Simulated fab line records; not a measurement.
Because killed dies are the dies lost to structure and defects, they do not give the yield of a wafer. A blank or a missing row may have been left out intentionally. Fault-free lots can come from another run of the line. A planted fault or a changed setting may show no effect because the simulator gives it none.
Chamber matching :: flow nand-harc :: NHARC_A_DECK1_JOINT_DEP_16 on pecvd-02: 3 sister chambers
The step deposits SiO2, target thk 45 nm. 6 wafers are shown with their chamber, then 6 later ones without.

== WAFERS, EACH WITH ITS CHAMBER ==
wafer: L678.6
chamber: 2
heater-power-w (W): 543
throttle-valve-pct (%): 16.1

wafer: L682.1
chamber: 0
heater-power-w (W): 342
throttle-valve-pct (%): 15.2

wafer: L682.3
chamber: 1
heater-power-w (W): 565
throttle-valve-pct (%): 16.2

wafer: L682.5
chamber: 1
heater-power-w (W): 563
throttle-valve-pct (%): 16.3

wafer: L681.3
chamber: 0
heater-power-w (W): 413
throttle-valve-pct (%): 15.2

wafer: L681.5
chamber: 2
heater-power-w (W): 528
throttle-valve-pct (%): 15.1

== WAFERS MISSING THEIR CHAMBER ==
wafer: L681.6
heater-power-w (W): 541
throttle-valve-pct (%): 16.1

wafer: L685.2
heater-power-w (W): 549
throttle-valve-pct (%): 15.6

wafer: L685.5
heater-power-w (W): 558
throttle-valve-pct (%): 15.4

wafer: L691.3
heater-power-w (W): 530
throttle-valve-pct (%): 15.3

wafer: L691.4
heater-power-w (W): 499
throttle-valve-pct (%): 16.4

wafer: L691.6
heater-power-w (W): 426
throttle-valve-pct (%): 15.4

== WHICH CHAMBER EACH ONE RAN IN ==
wafer: L681.6
from the rows above: can't be placed: 1 or 2
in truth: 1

wafer: L685.2
from the rows above: can't be placed: 2 or 1
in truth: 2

wafer: L685.5
from the rows above: can't be placed: 2 or 1
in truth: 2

wafer: L691.3
from the rows above: can't be placed: 2 or 1
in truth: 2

wafer: L691.4
from the rows above: can't be placed: 1 or 2
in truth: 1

wafer: L691.6
from the rows above: 0
in truth: 0
Placed correctly: 1 of 6. Not placeable from these rows: 5 (in 5, the candidates include the true chamber). 0 placed wrongly.
How it was worked out, from the rows above alone: a wafer's distance from a chamber is the root of the sum, over the readings, of the square of ((its reading less the chamber's mean) divided by the reading's scatter). If the next closest chamber is less than 2 further off than the closest, the wafer can't be placed; otherwise it belongs to the closest. For every chamber, the mean is computed from those of its wafers that are shown. How the scatter is found: for the shown wafers, subtract from each reading the mean of its chamber, square and add these, divide the total by (wafers less chambers), then take the root.
